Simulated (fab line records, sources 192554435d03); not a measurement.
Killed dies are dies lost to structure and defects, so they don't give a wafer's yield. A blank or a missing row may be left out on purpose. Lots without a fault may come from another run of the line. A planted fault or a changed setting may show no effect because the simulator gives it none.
Chamber matching | flow n5_finfet | N5_BEOL_M13_ETCH_38 on rie_diel-02: 4 sister chambers
The step etches SiCN in CF4/N2, target depth 67.5 nm, time 71.9 s. 4 wafers are shown with their chamber, then 7 later ones without.

WAFERS WITH THEIR CHAMBER
wafer  | chamber | drypump_motor_current_A (A)
L083.4 | 0       | 5.6
L089.1 | 1       | 5.6
L093.3 | 3       | 5.4
L093.4 | 2       | 5.9

WAFERS WITHOUT THEIR CHAMBER
wafer  | drypump_motor_current_A (A)
L093.5 | 5.6
L096.1 | 5.3
L096.2 | 5.6
L096.6 | 5.6
L097.1 | 5.6
L097.3 | 5.6
L097.5 | 5.6

WHICH CHAMBER EACH WENT THROUGH
wafer  | from the rows above     | in truth
L093.5 | can't be placed: 0 or 1 | 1
L096.1 | 3                       | 3
L096.2 | can't be placed: 0 or 1 | 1
L096.6 | can't be placed: 0 or 1 | 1
L097.1 | can't be placed: 0 or 1 | 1
L097.3 | can't be placed: 0 or 1 | 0
L097.5 | can't be placed: 0 or 1 | 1
Placed correctly: 1 of 7. Can't be placed from these rows: 6 (the true chamber is among the candidates in 6). Placed wrongly: 0.
How it was worked out, from the rows above alone: a wafer's distance from a chamber is the root of the sum, over the readings, of the square of ((its reading less the chamber's mean) divided by the reading's scatter). The wafer belongs to the nearest chamber; if the next one is less than 2 further off, it can't be placed. A chamber's mean is the mean of its shown wafers. The scatter: with one shown wafer a chamber, the root of the mean of the squares of how far each hidden wafer lies from its nearest shown one.
